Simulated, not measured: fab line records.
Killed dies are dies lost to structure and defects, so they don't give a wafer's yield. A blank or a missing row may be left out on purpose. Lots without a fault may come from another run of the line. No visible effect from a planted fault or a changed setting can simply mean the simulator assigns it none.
Chamber matching    flow n5-finfet    N5_DUMMY_GATE_ETCH_29 on rie-diel-03 has 4 sister chambers
The step etches underlayer in N2/H2, target depth 13 nm. 18 wafers are shown with their chamber, then 9 later ones without.

## WAFERS PAIRED WITH THEIR CHAMBERS
wafer   chamber  showerhead-plenum-p-Torr (Torr)  drypump-motor-current-A (A)  throttle-valve-pct (%)
L074.1  1        2.59                             5.9                          17.66
L074.2  3        2.50                             4.7                          17.95
L074.6  2        2.69                             5.4                          18.06
L076.1  2        2.69                             5.4                          18.07
L076.2  3        2.50                             4.7                          17.95
L076.4  0        2.42                             5.2                          18.04
L077.2  0        2.42                             5.3                          18.05
L077.5  0        2.42                             5.3                          18.07
L077.6  1        2.59                             5.9                          17.67
L080.3  1        2.59                             5.9                          17.69
L080.5  0        2.42                             5.3                          18.08
L080.6  3        2.49                             4.7                          17.96
L082.1  3        2.49                             4.8                          17.97
L082.4  0        2.42                             5.3                          18.07
L082.5  3        2.49                             4.7                          17.96
L084.2  1        2.59                             5.9                          17.70
L084.3  0        2.42                             5.2                          18.07
L084.6  0        2.42                             5.2                          18.09

SIGNATURES (means of the wafers above)
reading                   chamber 0  chamber 1  chamber 2  chamber 3  scatter within a chamber
showerhead-plenum-p-Torr  2.4200     2.5900     2.6900     2.4940     0.00293
drypump-motor-current-A   5.257      5.900      5.400      4.720      0.0424
throttle-valve-pct        18.0671    17.6800    18.0650    17.9580    0.0148
Rule: for each reading, subtract the chamber's mean from the wafer's reading, divide by that reading's scatter and square the result; add these up over the readings and take the root, which gives the wafer's distance from the chamber. If the next closest chamber is less than 2 further off than the closest, the wafer can't be placed; otherwise it belongs to the closest. How the scatter is found: for the shown wafers, subtract from each reading the mean of its chamber, square and add these, divide the total by (wafers less chambers), then take the root.

## WAFERS WITHOUT THEIR CHAMBER
wafer   showerhead-plenum-p-Torr (Torr)  drypump-motor-current-A (A)  throttle-valve-pct (%)
L085.1  2.42                             5.2                          18.08
L085.5  2.59                             5.9                          17.72
L085.6  2.42                             5.3                          18.09
L090.3  2.49                             4.7                          17.99
L090.5  2.49                             4.7                          18.00
L090.6  2.41                             5.3                          18.11
L095.3  2.58                             5.9                          17.74
L095.4  2.68                             5.4                          18.14
L095.5  2.41                             5.3                          18.10

## WHICH CHAMBER EACH WENT THROUGH
wafer   from the rows above  in truth
L085.1  0                    0
L085.5  1                    1
L085.6  0                    0
L090.3  3                    3
L090.5  3                    3
L090.6  0                    0
L095.3  1                    1
L095.4  2                    2
L095.5  0                    0
Correct placement for 9 of the 9. Not placeable from these rows: 0. Placed wrongly: 0.
